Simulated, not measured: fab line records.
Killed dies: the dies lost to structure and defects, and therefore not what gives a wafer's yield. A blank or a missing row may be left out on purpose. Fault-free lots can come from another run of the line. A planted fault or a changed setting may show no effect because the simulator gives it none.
Chamber matching || flow nand_harc || NHARC_P_CONTACT_CMP_01 on cmp-01 has 4 sister chambers
The step polishes SiO2, target thk 200 nm. 8 wafers are shown with their chamber, then 11 later ones without.

## WAFERS WITH THEIR CHAMBER
{"wafer": "L082.2", "chamber": 0, "motor_current_A (A)": 10.8, "slurry_filter_dp_kPa (kPa)": 13.63}
{"wafer": "L082.6", "chamber": 2, "motor_current_A (A)": 13.0, "slurry_filter_dp_kPa (kPa)": 13.42}
{"wafer": "L084.3", "chamber": 0, "motor_current_A (A)": 10.8, "slurry_filter_dp_kPa (kPa)": 13.37}
{"wafer": "L084.6", "chamber": 1, "motor_current_A (A)": 13.9, "slurry_filter_dp_kPa (kPa)": 13.69}
{"wafer": "L085.1", "chamber": 2, "motor_current_A (A)": 13.7, "slurry_filter_dp_kPa (kPa)": 13.39}
{"wafer": "L085.3", "chamber": 3, "motor_current_A (A)": 11.0, "slurry_filter_dp_kPa (kPa)": 13.88}
{"wafer": "L085.6", "chamber": 3, "motor_current_A (A)": 10.8, "slurry_filter_dp_kPa (kPa)": 13.39}
{"wafer": "L088.3", "chamber": 1, "motor_current_A (A)": 14.6, "slurry_filter_dp_kPa (kPa)": 13.48}

## WAFERS WITH NO CHAMBER GIVEN
{"wafer": "L088.4", "motor_current_A (A)": 10.7, "slurry_filter_dp_kPa (kPa)": 13.30}
{"wafer": "L088.6", "motor_current_A (A)": 11.1, "slurry_filter_dp_kPa (kPa)": 13.66}
{"wafer": "L091.1", "motor_current_A (A)": 13.3, "slurry_filter_dp_kPa (kPa)": 13.35}
{"wafer": "L091.2", "motor_current_A (A)": 14.3, "slurry_filter_dp_kPa (kPa)": 13.73}
{"wafer": "L091.3", "motor_current_A (A)": 10.7, "slurry_filter_dp_kPa (kPa)": 13.51}
{"wafer": "L090.1", "motor_current_A (A)": 14.2, "slurry_filter_dp_kPa (kPa)": 13.30}
{"wafer": "L090.2", "motor_current_A (A)": 13.6, "slurry_filter_dp_kPa (kPa)": 13.41}
{"wafer": "L090.5", "motor_current_A (A)": 13.9, "slurry_filter_dp_kPa (kPa)": 13.44}
{"wafer": "L095.2", "motor_current_A (A)": 14.0, "slurry_filter_dp_kPa (kPa)": 13.19}
{"wafer": "L095.3", "motor_current_A (A)": 11.0, "slurry_filter_dp_kPa (kPa)": 13.38}
{"wafer": "L095.6", "motor_current_A (A)": 11.4, "slurry_filter_dp_kPa (kPa)": 13.74}

## EACH ONE'S CHAMBER
{"wafer": "L088.4", "from the rows above": "can't be placed: 0 or 3", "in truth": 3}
{"wafer": "L088.6", "from the rows above": "can't be placed: 3 or 0", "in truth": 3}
{"wafer": "L091.1", "from the rows above": 2, "in truth": 2}
{"wafer": "L091.2", "from the rows above": 1, "in truth": 1}
{"wafer": "L091.3", "from the rows above": "can't be placed: 0 or 3", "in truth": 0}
{"wafer": "L090.1", "from the rows above": "can't be placed: 1 or 2", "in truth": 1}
{"wafer": "L090.2", "from the rows above": "can't be placed: 2 or 1", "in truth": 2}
{"wafer": "L090.5", "from the rows above": "can't be placed: 1 or 2", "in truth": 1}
{"wafer": "L095.2", "from the rows above": "can't be placed: 1 or 2", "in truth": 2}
{"wafer": "L095.3", "from the rows above": "can't be placed: 0 or 3", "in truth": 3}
{"wafer": "L095.6", "from the rows above": "can't be placed: 3 or 0", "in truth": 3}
Correctly placed: 2 of 11. Can't be placed from these rows: 9 (the true chamber is among the candidates in 9). Wrongly placed: 0.
How it was worked out, from the rows above alone: a wafer's distance from a chamber is the root of the sum, over the readings, of the square of ((its reading less the chamber's mean) divided by the reading's scatter). If the next closest chamber is less than 2 further off than the closest, the wafer can't be placed; otherwise it belongs to the closest. A chamber's mean is the mean of its shown wafers. The scatter: take each reading less its chamber's mean, square it, sum over the shown wafers, divide by the number of wafers less the number of chambers, and take the root.
